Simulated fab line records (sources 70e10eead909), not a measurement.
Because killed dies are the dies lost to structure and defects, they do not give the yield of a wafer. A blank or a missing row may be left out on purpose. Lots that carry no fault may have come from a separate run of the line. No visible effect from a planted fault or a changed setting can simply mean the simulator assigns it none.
Matching of chambers / flow nand_harc / NHARC_A_SLIT_DEP_25 on pecvd-03: 3 sister chambers
The step deposits SiO2, target thk 200 nm. 3 wafers are shown with their chamber, then 8 later ones without.

## EACH WAFER AND ITS CHAMBER
wafer=L956.5; chamber=0; heater_power_w (W)=548
wafer=L956.6; chamber=2; heater_power_w (W)=578
wafer=L961.3; chamber=1; heater_power_w (W)=433

## WAFERS MISSING THEIR CHAMBER
wafer=L961.4; heater_power_w (W)=547
wafer=L961.5; heater_power_w (W)=453
wafer=L965.3; heater_power_w (W)=562
wafer=L965.4; heater_power_w (W)=581
wafer=L965.5; heater_power_w (W)=469
wafer=L968.2; heater_power_w (W)=516
wafer=L968.3; heater_power_w (W)=499
wafer=L968.6; heater_power_w (W)=503

## THE CHAMBER EACH PASSED THROUGH
wafer=L961.4; from the rows above=can't be placed: 0 or 2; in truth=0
wafer=L961.5; from the rows above=1; in truth=1
wafer=L965.3; from the rows above=can't be placed: 0 or 2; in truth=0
wafer=L965.4; from the rows above=can't be placed: 2 or 0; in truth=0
wafer=L965.5; from the rows above=can't be placed: 1 or 0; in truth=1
wafer=L968.2; from the rows above=can't be placed: 0 or 2 or 1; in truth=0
wafer=L968.3; from the rows above=can't be placed: 0 or 1 or 2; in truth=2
wafer=L968.6; from the rows above=can't be placed: 0 or 1 or 2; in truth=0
1 of 8 placed correctly. Unplaceable from these rows: 7, with the true chamber sitting among the candidates in 7. Number placed wrongly: 0.
How it was worked out, from the rows above alone: a wafer's distance from a chamber is the root of the sum, over the readings, of the square of ((its reading less the chamber's mean) divided by the reading's scatter). If the next closest chamber is less than 2 further off than the closest, the wafer can't be placed; otherwise it belongs to the closest. A chamber's mean is the mean of its shown wafers. The scatter: root of mean squared gap, hidden wafer to nearest shown wafer, with one shown wafer a chamber.
